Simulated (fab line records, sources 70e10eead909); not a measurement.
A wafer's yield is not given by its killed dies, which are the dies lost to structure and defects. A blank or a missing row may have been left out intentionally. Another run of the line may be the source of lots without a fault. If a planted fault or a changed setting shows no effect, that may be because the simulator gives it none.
Matching of chambers / flow nand_harc / pecvd-04 running NHARC_P_M0_DEP_32: 3 sister chambers
The step deposits SiCN, target thk 30 nm. 16 wafers are shown with their chamber, then 8 later ones without.

== WAFERS WITH THEIR CHAMBER ==
wafer=L076.2; chamber=2; showerhead_vpp_V (V)=1297; heater_power_w (W)=729; susceptor_temp_C (C)=369.73
wafer=L076.4; chamber=0; showerhead_vpp_V (V)=1375; heater_power_w (W)=643; susceptor_temp_C (C)=369.91
wafer=L076.5; chamber=2; showerhead_vpp_V (V)=1301; heater_power_w (W)=709; susceptor_temp_C (C)=369.98
wafer=L077.1; chamber=1; showerhead_vpp_V (V)=1275; heater_power_w (W)=638; susceptor_temp_C (C)=370.07
wafer=L077.2; chamber=0; showerhead_vpp_V (V)=1409; heater_power_w (W)=646; susceptor_temp_C (C)=370.08
wafer=L077.3; chamber=2; showerhead_vpp_V (V)=1287; heater_power_w (W)=684; susceptor_temp_C (C)=369.95
wafer=L078.1; chamber=2; showerhead_vpp_V (V)=1295; heater_power_w (W)=660; susceptor_temp_C (C)=370.44
wafer=L078.2; chamber=0; showerhead_vpp_V (V)=1379; heater_power_w (W)=568; susceptor_temp_C (C)=370.14
wafer=L078.3; chamber=1; showerhead_vpp_V (V)=1290; heater_power_w (W)=589; susceptor_temp_C (C)=369.84
wafer=L080.1; chamber=1; showerhead_vpp_V (V)=1275; heater_power_w (W)=597; susceptor_temp_C (C)=369.88
wafer=L080.2; chamber=0; showerhead_vpp_V (V)=1403; heater_power_w (W)=651; susceptor_temp_C (C)=370.01
wafer=L080.5; chamber=1; showerhead_vpp_V (V)=1312; heater_power_w (W)=605; susceptor_temp_C (C)=369.86
wafer=L084.2; chamber=0; showerhead_vpp_V (V)=1376; heater_power_w (W)=633; susceptor_temp_C (C)=369.96
wafer=L084.4; chamber=1; showerhead_vpp_V (V)=1285; heater_power_w (W)=609; susceptor_temp_C (C)=369.90
wafer=L084.6; chamber=0; showerhead_vpp_V (V)=1384; heater_power_w (W)=620; susceptor_temp_C (C)=370.22
wafer=L087.2; chamber=1; showerhead_vpp_V (V)=1275; heater_power_w (W)=637; susceptor_temp_C (C)=370.13

SIGNATURES (means of the wafers above)
reading=showerhead_vpp_V; chamber 0=1387.67; chamber 1=1285.33; chamber 2=1295.00; scatter within a chamber=13.1
reading=heater_power_w; chamber 0=626.83; chamber 1=612.50; chamber 2=695.50; scatter within a chamber=27.1
reading=susceptor_temp_C; chamber 0=370.0533; chamber 1=369.9467; chamber 2=370.0250; scatter within a chamber=0.177
Rule: a wafer's distance from a chamber is the root of the sum, over the readings, of the square of ((its reading less the chamber's mean) divided by the reading's scatter). If the next closest chamber is less than 2 further off than the closest, the wafer can't be placed; otherwise it belongs to the closest. The scatter: take each reading less its chamber's mean, square it, sum over the shown wafers, divide by the number of wafers less the number of chambers, and take the root.

== WAFERS MISSING THEIR CHAMBER ==
wafer=L087.3; showerhead_vpp_V (V)=1278; heater_power_w (W)=587; susceptor_temp_C (C)=370.33
wafer=L087.5; showerhead_vpp_V (V)=1414; heater_power_w (W)=637; susceptor_temp_C (C)=370.35
wafer=L090.2; showerhead_vpp_V (V)=1293; heater_power_w (W)=642; susceptor_temp_C (C)=370.50
wafer=L090.3; showerhead_vpp_V (V)=1375; heater_power_w (W)=512; susceptor_temp_C (C)=370.10
wafer=L090.6; showerhead_vpp_V (V)=1401; heater_power_w (W)=531; susceptor_temp_C (C)=370.23
wafer=L093.3; showerhead_vpp_V (V)=1300; heater_power_w (W)=631; susceptor_temp_C (C)=369.90
wafer=L093.5; showerhead_vpp_V (V)=1297; heater_power_w (W)=672; susceptor_temp_C (C)=369.97
wafer=L093.6; showerhead_vpp_V (V)=1291; heater_power_w (W)=626; susceptor_temp_C (C)=369.98

== WHICH CHAMBER EACH WENT THROUGH ==
wafer=L087.3; from the rows above=1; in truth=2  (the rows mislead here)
wafer=L087.5; from the rows above=0; in truth=0
wafer=L090.2; from the rows above=can't be placed: 2 or 1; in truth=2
wafer=L090.3; from the rows above=0; in truth=0
wafer=L090.6; from the rows above=0; in truth=0
wafer=L093.3; from the rows above=can't be placed: 1 or 2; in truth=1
wafer=L093.5; from the rows above=can't be placed: 2 or 1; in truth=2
wafer=L093.6; from the rows above=can't be placed: 1 or 2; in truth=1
Placed correctly: 3 of 8. Can't be placed from these rows: 4 (the true chamber is among the candidates in 4). 1 placed wrongly.
